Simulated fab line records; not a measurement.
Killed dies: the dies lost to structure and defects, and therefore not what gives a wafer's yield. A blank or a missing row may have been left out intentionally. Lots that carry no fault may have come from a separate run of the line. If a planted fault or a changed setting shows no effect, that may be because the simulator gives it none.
Which tool was responsible? | flow n5_finfet | 10 lots with 30 wafers sampled at 2 steps, on a route of 1938 steps

== WHAT EACH GAUGE READ, for each wafer ==
N5_BEOL_M15_CD_MEAS_10: the cd target is 360 nm. Usual: cd_nm reads 359.8 nm (standard deviation 1.5).
lot  | measured     | on        | cd_nm (nm)        | flag
L786 | day 12 04:12 | cd_sem-01 | 359.9 361.1 360.6 |
L792 | day 13 07:39 | cd_sem-01 | 363.9 361.1 362.7 |
L793 | day 13 22:11 | cd_sem-03 | 359.7 360.3 360.0 |
L794 | day 14 12:53 | cd_sem-03 | 360.9 358.3 360.3 |
L796 | day 15 05:46 | cd_sem-02 | 361.9 362.4 360.1 |
L801 | day 15 10:34 | cd_sem-03 | 358.7 359.8 360.5 |
L800 | day 15 18:33 | cd_sem-03 | 359.0 361.3 360.6 |
L802 | day 16 17:26 | cd_sem-01 | 361.2 361.0 359.9 |
L805 | day 17 20:44 | cd_sem-01 | 358.6 359.1 357.7 |
L808 | day 18 02:47 | cd_sem-01 | 360.8 359.9 360.7 |

== WHICH TOOL RAN EACH LOT (tool, then ch and the chambers of the sampled wafers, then the start) ==
lot  | N5_BEOL_M14_DEP_53
L786 | pecvd-03 ch 0,1,2, day 12 03:30
L792 | pecvd-01 ch 0,1,2, day 13 06:46
L793 | pecvd-04 ch 0,1, day 13 21:23
L794 | pecvd-01 ch 1,2, day 14 12:04
L796 | pecvd-01 ch 0,2, day 15 04:58
L801 | pecvd-01 ch 0,1,2, day 15 09:52
L800 | pecvd-03 ch 0,1,2, day 15 17:44
L802 | pecvd-04 ch 0,1,2, day 16 16:38
L805 | pecvd-03 ch 0,1, day 17 19:55
L808 | pecvd-01 ch 0,1, day 18 01:58
- N5_BEOL_M14_DEP_53: deposits SiCN from 3MS/NH3, target thk 50 nm, time 17.8 s.

== AS READ BY THE TOOLS THEMSELVES (means over the sampled wafers that have a number; for cases with no such wafer, the mark the record gives instead) ==
N5_BEOL_M14_DEP_53. Usual: chamber_pressure_Torr 3.001 Torr, standard deviation 0.0065; rf_fwd_power_W 667.2 W, standard deviation 2.7; showerhead_plenum_p_Torr 4.163 Torr, standard deviation 0.012; throttle_valve_pct 18.0 %, standard deviation 0.94.
lot  | tool     | chamber_pressure_Torr (Torr) | rf_fwd_power_W (W) | showerhead_plenum_p_Torr (Torr) | throttle_valve_pct (%) | flag
L786 | pecvd-03 | 3.007                        | 667.2              | 4.172                           | 18.0                   |
L792 | pecvd-01 | 3.005                        | 668.0              | 4.153                           | 17.9                   |
L793 | pecvd-04 | 2.998                        | 665.4              | 4.164                           | 19.2                   |
L794 | pecvd-01 | 3.000                        | 667.2              | 4.165                           | 18.4                   |
L796 | pecvd-01 | 3.006                        | 665.5              | 4.155                           | 17.5                   |
L801 | pecvd-01 | 2.995                        | 665.9              | 4.159                           | 17.8                   |
L800 | pecvd-03 | 3.000                        | 668.2              | 4.169                           | 18.0                   |
L802 | pecvd-04 | 2.997                        | 663.4              | 4.162                           | 18.3                   |
L805 | pecvd-03 | 3.001                        | 667.5              | 4.180                           | 19.0                   |
L808 | pecvd-01 | 3.005                        | 666.4              | 4.172                           | 18.1                   |

== THE ANSWER, worked out from the rows above alone ==
Rule: a lot is off if the mean of its wafers that have a number lies more than 3 standard deviations from the usual mean. Also off: a lot with no number at a reading for which 4 or more lots have one. Any other lot the step has rows for is counted as sound. The gauges are gone through in route order, then the tools' own readings, and for those a lot's mean is taken as printed above. At the first step where some lot is off, the reading lying furthest off is the one used; lots without a number count as furthest.
Across all readings shown, no lot is off: no conclusion can be drawn from this.

== WHAT HAD BEEN PUT IN BY THE SIMULATOR ==
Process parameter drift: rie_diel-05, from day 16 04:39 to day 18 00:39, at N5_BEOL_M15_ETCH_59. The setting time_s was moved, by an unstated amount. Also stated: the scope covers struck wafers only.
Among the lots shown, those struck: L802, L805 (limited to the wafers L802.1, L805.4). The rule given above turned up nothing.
